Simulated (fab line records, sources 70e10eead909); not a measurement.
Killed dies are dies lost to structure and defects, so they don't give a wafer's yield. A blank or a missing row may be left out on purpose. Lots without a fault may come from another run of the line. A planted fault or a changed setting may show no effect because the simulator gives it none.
Chamber matching | flow nand_harc | NHARC_A_STAIRCASE_ETCH_292 on rie_diel-07: 4 sister chambers
The step etches the open film in CF4/CHF3. 14 wafers are shown with their chamber, then 7 later ones without.

WAFERS WITH THEIR CHAMBER
wafer  | chamber | drypump_motor_current_A (A) | showerhead_plenum_p_Torr (Torr) | rf_vpp_V (V)
L074.3 | 1       | 6.1                         | 1.68                            | 375.6
L074.4 | 3       | 5.0                         | 1.53                            | 368.0
L074.6 | 1       | 6.1                         | 1.68                            | 373.6
L076.1 | 3       | 5.1                         | 1.53                            | 368.7
L076.4 | 1       | 6.1                         | 1.67                            | 373.4
L076.6 | 3       | 5.0                         | 1.53                            | 369.6
L077.1 | 2       | 6.5                         | 1.58                            | 370.9
L077.3 | 0       | 6.0                         | 1.60                            | 371.5
L077.5 | 1       | 6.1                         | 1.67                            | 372.6
L080.3 | 1       | 6.1                         | 1.67                            | 372.9
L080.4 | 3       | 5.1                         | 1.52                            | 368.6
L080.5 | 0       | 6.1                         | 1.60                            | 369.6
L088.2 | 0       | 6.0                         | 1.59                            | 372.2
L088.4 | 1       | 6.1                         | 1.67                            | 375.2

SIGNATURES (means of the wafers above)
reading                  | chamber 0 | chamber 1 | chamber 2 | chamber 3 | scatter within a chamber
drypump_motor_current_A  | 6.033     | 6.100     | 6.500     | 5.050     | 0.0408
showerhead_plenum_p_Torr | 1.5967    | 1.6733    | 1.5800    | 1.5275    | 0.00524
rf_vpp_V                 | 371.100   | 373.883   | 370.900   | 368.725   | 1.12
Rule: a wafer's distance from a chamber is the root of the sum, over the readings, of the square of ((its reading less the chamber's mean) divided by the reading's scatter). The wafer belongs to the nearest chamber; if the next one is less than 2 further off, it can't be placed. The scatter: the root of (the sum of the squares of (reading less its chamber's mean) over the shown wafers, divided by (wafers less chambers)).

WAFERS WITHOUT THEIR CHAMBER
wafer  | drypump_motor_current_A (A) | showerhead_plenum_p_Torr (Torr) | rf_vpp_V (V)
L088.5 | 6.5                         | 1.57                            | 369.9
L090.2 | 6.5                         | 1.57                            | 372.3
L090.3 | 6.1                         | 1.66                            | 372.2
L090.4 | 6.1                         | 1.66                            | 374.2
L094.1 | 5.1                         | 1.51                            | 369.1
L094.2 | 6.0                         | 1.58                            | 371.5
L094.4 | 6.5                         | 1.57                            | 370.6

WHICH CHAMBER EACH WENT THROUGH
wafer  | from the rows above | in truth
L088.5 | 2                   | 2
L090.2 | 2                   | 2
L090.3 | 1                   | 1
L090.4 | 1                   | 1
L094.1 | 3                   | 3
L094.2 | 0                   | 0
L094.4 | 2                   | 2
Placed correctly: 7 of 7. Can't be placed from these rows: 0. Placed wrongly: 0.
